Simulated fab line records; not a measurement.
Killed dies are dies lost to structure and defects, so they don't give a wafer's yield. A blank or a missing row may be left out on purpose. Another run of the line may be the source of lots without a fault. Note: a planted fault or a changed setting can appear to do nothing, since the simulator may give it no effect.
2 desks looking at one fault ; flow n5 finfet ; what lay behind the numbers comes last; until then each desk has only its own

THE METROLOGY DESK
What the gauges read, lot by lot, whatever tool the lot ran on: means of the sampled wafers that have a number. If a lot's mean is further than 4 standard deviations from the usual mean, the lot is out of limits and carries the mark OUT (the distance appears in the brackets).
Columns: A = M13_ILD_THK at N5_BEOL_M13_THK_MEAS_01, usual 836 nm
lot;first seen here;A
L849;day 12 00:12;833
L855;day 13 15:29;884 (+4.8) OUT
L856;day 13 19:01;877 (+4.1) OUT
L857;day 14 07:34;836
L860;day 15 02:13;828
L867;day 16 17:11;838
L865;day 17 06:15;835
L866;day 17 06:45;834
L868;day 17 18:58;836
Finding of this desk: L855, L856 out of limits, first seen on L855 at day 13 15:29 (M13_ILD_THK at N5_BEOL_M13_THK_MEAS_01). L849, L857, L860, L867, L865, L866, L868 stayed within limits.

THE TOOL OWNER'S DESK: pecvd-03
The tool's own readings at N5_BEOL_M13_ILD_DEP_00 (deposits SiOC from DEMS/O2, target thk 837.92 nm, time 166.4 s): means of the sampled wafers that have a number, for each lot that ran on this tool. If a lot's mean is further than 4 standard deviations from the usual mean, the lot is out of limits and carries the mark OUT (the distance appears in the brackets).
Columns: A = heater power w at N5_BEOL_M13_ILD_DEP_00, usual 466 W; B = run length s at N5_BEOL_M13_ILD_DEP_00, usual 210.9 s; C = showerhead plenum p Torr at N5_BEOL_M13_ILD_DEP_00, usual 5.699 Torr; D = throttle valve pct at N5_BEOL_M13_ILD_DEP_00, usual 11.9 %
lot;first seen here;A;B;C;D
L849;day 12 00:03;475;210.9;5.693;12.7
L855;day 13 15:20;508;222.7 (+23) OUT;5.700;11.1
L856;day 13 18:52;435;218.6 (+15) OUT;5.683;11.8
L865;day 17 06:06;501;211.3;5.693;12.3
L868;day 17 18:49;391;210.6;5.683;12.7
This desk's finding: out of limits on L855, L856; first on L855, day 13 15:20 (run length s at N5_BEOL_M13_ILD_DEP_00). L849, L865, L868 stayed within limits.

TAKEN TOGETHER
An alarm could have come from the tool owner's desk at day 13 15:20, on L855, L856.
The metrology desk could have raised an alarm at day 13 15:29, on L855, L856.
The lots listed all ran N5_BEOL_M13_ILD_DEP_00 on pecvd-03.

WHAT WAS PUT IN BY THE SIMULATOR
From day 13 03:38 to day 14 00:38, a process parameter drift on pecvd-03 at N5_BEOL_M13_ILD_DEP_00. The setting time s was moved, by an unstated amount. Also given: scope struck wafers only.
Struck lots among those shown: L855, L856.
Hours from the fault's start to each desk's first reading out of limits: the tool owner's desk, 12; the metrology desk, 12.
